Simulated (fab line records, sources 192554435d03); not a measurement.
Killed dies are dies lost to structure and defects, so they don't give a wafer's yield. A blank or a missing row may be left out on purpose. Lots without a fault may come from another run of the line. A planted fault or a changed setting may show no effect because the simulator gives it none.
Which tool did it? | flow n5_finfet | 12 lots, 34 wafers sampled, at 5 steps of a route of 1938

WHAT THE GAUGES READ, wafer by wafer
N5_START_INSPECT_01: inspects for defects (unpatterned scan). Usual: raw_defect_count 5.8, standard deviation 2.2.
lot  | measured    | on                | raw_defect_count | flag
L252 | day 1 12:02 | defect_inspect-02 | 6 9 6            |
L254 | day 2 00:02 | defect_inspect-02 | 8 6 3            |
L256 | day 2 12:02 | defect_inspect-02 | 5 6 7            |
L257 | day 2 18:02 | defect_inspect-02 | 8 6              |
L259 | day 3 06:02 | defect_inspect-02 | 8 10 5           |
L261 | day 3 18:02 | defect_inspect-02 | 7 4              |
L262 | day 4 00:02 | defect_inspect-01 | 7 7 5            |
L265 | day 4 18:02 | defect_inspect-02 | 4 6 8            |
L267 | day 5 06:02 | defect_inspect-02 | 6 4 5            |
L268 | day 5 12:02 | defect_inspect-01 | 9 5 5            |
L269 | day 5 18:02 | defect_inspect-01 | 6 8 5            |
L275 | day 7 06:02 | defect_inspect-02 | 2 8 6            |

N5_WELL_APT_CD_MEAS_25: target cd 200 nm. Usual: cd_nm 199.5 nm, standard deviation 2.9.
lot  | measured    | on        | cd_nm (nm)        | flag
L252 | day 1 14:49 | cd_sem-02 | 200.9 201.6 196.6 |
L254 | day 2 03:15 | cd_sem-01 | 201.5 201.4 194.0 |
L256 | day 2 14:40 | cd_sem-02 | 197.6 197.8 200.7 |
L257 | day 2 21:14 | cd_sem-03 | 200.7 197.9       |
L259 | day 3 09:43 | cd_sem-03 | 201.1 207.8 202.4 |
L261 | day 3 21:35 | cd_sem-01 | 203.7 204.0       |
L262 | day 4 03:11 | cd_sem-01 | 199.6 200.4 200.1 |
L265 | day 4 20:52 | cd_sem-02 | 199.6 198.6 196.0 |
L267 | day 5 08:42 | cd_sem-03 | 204.2 203.1 197.3 |
L268 | day 5 15:10 | cd_sem-01 | 200.2 194.0 197.0 |
L269 | day 5 21:01 | cd_sem-01 | 198.1 197.4 203.9 |
L275 | day 7 08:59 | cd_sem-01 | 202.1 203.8 201.0 |

N5_PMOS_HMC_CHANNEL_EPI_CD_MEAS_09: target cd 237.4 nm. Usual: cd_nm 236.7 nm, standard deviation 1.1.
lot  | measured    | on        | cd_nm (nm)        | flag
L252 | day 1 16:59 | cd_sem-01 | 238.8 237.6 236.8 |
L254 | day 2 05:37 | cd_sem-01 | 235.6 235.9 236.2 |
L256 | day 2 16:43 | cd_sem-03 | 235.2 233.7 235.6 |
L257 | day 2 23:25 | cd_sem-03 | 235.8 236.1       |
L259 | day 3 12:05 | cd_sem-02 | 236.4 236.8 235.0 |
L261 | day 3 23:44 | cd_sem-02 | 237.5 235.6       |
L262 | day 4 05:32 | cd_sem-01 | 239.0 238.8 237.4 |
L265 | day 4 23:43 | cd_sem-01 | 236.5 236.7 237.6 |
L267 | day 5 10:56 | cd_sem-02 | 235.3 235.6 234.8 |
L268 | day 5 18:44 | cd_sem-03 | 236.4 236.1 235.8 |
L269 | day 5 23:29 | cd_sem-01 | 236.4 238.1 237.4 |
L275 | day 7 11:11 | cd_sem-03 | 236.2 236.2 236.7 |

N5_BEOL_M4_RC_MEAS_101. Usual: DIBL_N 36.7 mV/V, standard deviation 2.6; DIBL_P 36.9 mV/V, standard deviation 2.8; IOFF_N 0.17 nA/um, standard deviation 0.043; IOFF_P 0.22 nA/um, standard deviation 0.05; ION_N 678 uA/um, standard deviation 15; ION_P 465 uA/um, standard deviation 9.2; SS_N 71.6 mV/dec, standard deviation 0.79; SS_P 73.5 mV/dec, standard deviation 0.82; VT_N 250 mV, standard deviation 3.9; VT_P -250 mV, standard deviation 3.7.
lot  | measured     | on        | DIBL_N (mV/V)  | DIBL_P (mV/V)  | IOFF_N (nA/um) | IOFF_P (nA/um) | ION_N (uA/um) | ION_P (uA/um) | SS_N (mV/dec)  | SS_P (mV/dec)  | VT_N (mV)   | VT_P (mV)      | flag
L252 | day 8 08:59  | prober-01 | 34.5 37.9 41.6 | 35.8 39.5 44.6 | 0.14 0.19 0.29 | 0.18 0.24 0.33 | 677 684 692   | 468 463 466   | 71.0 72.8 73.9 | 73.3 74.0 74.8 | 251 251 246 | -254 -250 -247 |
L254 | day 8 23:42  | prober-02 | 36.1 35.9 37.1 | 37.0 36.4 37.0 | 0.16 0.14 0.16 | 0.18 0.17 0.17 | 697 662 690   | 466 446 459   | 71.5 71.6 71.8 | 73.2 73.2 74.1 | 248 254 251 | -254 -255 -257 |
L256 | day 9 05:26  | prober-01 | 35.0 36.3 37.1 | 34.6 36.8 37.3 | 0.14 0.15 0.18 | 0.17 0.19 0.20 | 680 682 694   | 466 467 468   | 70.4 71.4 71.7 | 72.9 72.9 72.9 | 250 250 247 | -253 -254 -253 |
L257 | day 10 06:22 | prober-02 | 37.0 36.4      | 38.0 36.0      | 0.17 0.16      | 0.23 0.21      | 678 685       | 473 469       | 71.7 72.4      | 74.1 74.1      | 247 253     | -248 -250      |
L259 | day 9 14:38  | prober-01 | 36.4 41.1 37.8 | 36.8 42.8 37.5 | 0.16 0.24 0.17 | 0.20 0.29 0.21 | 671 679 667   | 461 458 454   | 71.3 73.3 72.0 | 73.1 75.0 73.9 | 248 247 253 | -251 -247 -251 |
L261 | day 11 03:34 | prober-01 | 35.4 34.8      | 34.6 34.0      | 0.13 0.13      | 0.16 0.15      | 672 676       | 455 458       | 70.6 71.0      | 72.9 72.4      | 254 254     | -257 -257      |
L262 | day 11 04:06 | prober-02 | 34.7 36.3 33.6 | 35.9 37.5 34.4 | 0.16 0.17 0.13 | 0.22 0.24 0.19 | 691 668 671   | 481 464 462   | 70.7 71.6 70.6 | 73.3 73.6 72.3 | 249 250 253 | -248 -249 -251 |
L265 | day 11 23:12 | prober-02 | 38.2 36.6 34.1 | 39.6 37.8 35.4 | 0.21 0.16 0.14 | 0.23 0.18 0.17 | 692 691 674   | 465 458 464   | 71.5 71.5 70.1 | 74.5 72.9 72.3 | 245 250 248 | -251 -254 -256 |
L267 | day 11 23:57 | prober-01 | 33.5 36.7 35.0 | 34.3 35.7 34.5 | 0.11 0.15 0.13 | 0.19 0.20 0.19 | 669 660 677   | 469 459 473   | 70.5 71.6 70.8 | 72.3 72.9 72.5 | 253 253 253 | -251 -250 -250 |
L268 | day 12 05:47 | prober-02 | 37.8 35.0 33.4 | 37.5 35.2 32.9 | 0.18 0.13 0.12 | 0.23 0.20 0.16 | 678 669 667   | 461 467 460   | 71.8 71.2 70.8 | 73.5 72.2 73.3 | 248 251 253 | -250 -251 -252 |
L269 | day 12 08:43 | prober-01 | 37.1 35.9 36.6 | 36.6 35.2 35.2 | 0.16 0.14 0.15 | 0.21 0.18 0.19 | 675 684 666   | 466 466 456   | 72.0 71.7 72.3 | 73.8 72.9 73.9 | 248 250 252 | -248 -252 -251 |
L275 | day 13 21:44 | prober-02 | 36.5 39.4 36.1 | 37.1 40.4 36.5 | 0.14 0.18 0.13 | 0.20 0.25 0.18 | 683 673 667   | 469 464 456   | 71.2 71.8 71.5 | 73.3 74.1 72.9 | 255 252 253 | -253 -251 -253 |

WHICH TOOL RAN EACH LOT (tool, then ch and the chambers of the sampled wafers, then the start)
lot  | N5_WELL_APT_COAT_02
L252 | litho_track-05 ch 0, day 1 13:17
L254 | litho_track-05 ch 0, day 2 01:40
L256 | litho_track-05 ch 0, day 2 13:17
L257 | litho_track-01 ch 0, day 2 19:17
L259 | litho_track-05 ch 0, day 3 08:18
L261 | litho_track-03 ch 0, day 3 20:11
L262 | litho_track-03 ch 0, day 4 01:34
L265 | litho_track-05 ch 0, day 4 19:19
L267 | litho_track-03 ch 0, day 5 07:17
L268 | litho_track-05 ch 0, day 5 13:25
L269 | litho_track-05 ch 0, day 5 19:19
L275 | litho_track-03 ch 0, day 7 07:17
- N5_WELL_APT_COAT_02: resist thk 950 nm.

WHAT THE TOOLS THEMSELVES READ (means of the sampled wafers that have a number; where no wafer has one, the mark that the record gives instead)
N5_WELL_APT_COAT_02. Usual: chill_plate_temp_C 22.99 C, standard deviation 0.093; spin_speed_rpm 1357.2 rpm, standard deviation 0.93.
lot  | tool           | chill_plate_temp_C (C) | spin_speed_rpm (rpm) | flag
L252 | litho_track-05 | 22.87                  | 1357.6               |
L254 | litho_track-05 | 22.94                  | 1357.1               |
L256 | litho_track-05 | 23.06                  | 1356.6               |
L257 | litho_track-01 | 23.07                  | 1357.9               |
L259 | litho_track-05 | 22.97                  | 1356.8               |
L261 | litho_track-03 | 22.98                  | 1357.3               |
L262 | litho_track-03 | 22.97                  | 1357.4               |
L265 | litho_track-05 | 22.99                  | 1357.1               |
L267 | litho_track-03 | 23.04                  | 1357.5               |
L268 | litho_track-05 | 23.02                  | 1322.6               | OFF
L269 | litho_track-05 | 22.97                  | 1322.6               | OFF
L275 | litho_track-03 | 22.87                  | 1357.7               |

THE ANSWER, worked out from the rows above alone
Rule: a lot is off if the mean of its wafers that have a number lies more than 3 standard deviations from the usual mean. A lot without any number at a reading at which 4 lots or more have one is off too. The other lots that the step has rows for count as sound. The gauges are gone through in route order, then the tools' own readings, and for those a lot's mean is taken as printed above. The first step at which some lot is off is used, and at that step the reading that is off furthest; a lot without a number counts as furthest.
Off: L268, L269, at N5_WELL_APT_COAT_02 (spin_speed_rpm).
A tool fits if, at that step or a process step before it, it ran every lot that is off, and no sound lot after the first of them. One fits: litho_track-05 at N5_WELL_APT_COAT_02. Its last sound lot is L265 (day 4 19:19), its first lot that is off L268 (day 5 13:25): a fault that began between those two fits.
The tool's own readings at N5_WELL_APT_COAT_02 bear it out: on the lots that are off they differ by more than 5 times the standard deviation of the sound lots' means. spin_speed_rpm reads 1322.6 rpm there against 1357.3 rpm on the sound lots.

WHAT THE SIMULATOR HAD PUT IN
Process parameter drift: litho_track-05, from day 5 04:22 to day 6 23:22, at N5_WELL_APT_COAT_02. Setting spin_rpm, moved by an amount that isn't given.
Lots struck among those shown: L268, L269. The rule above found the same.
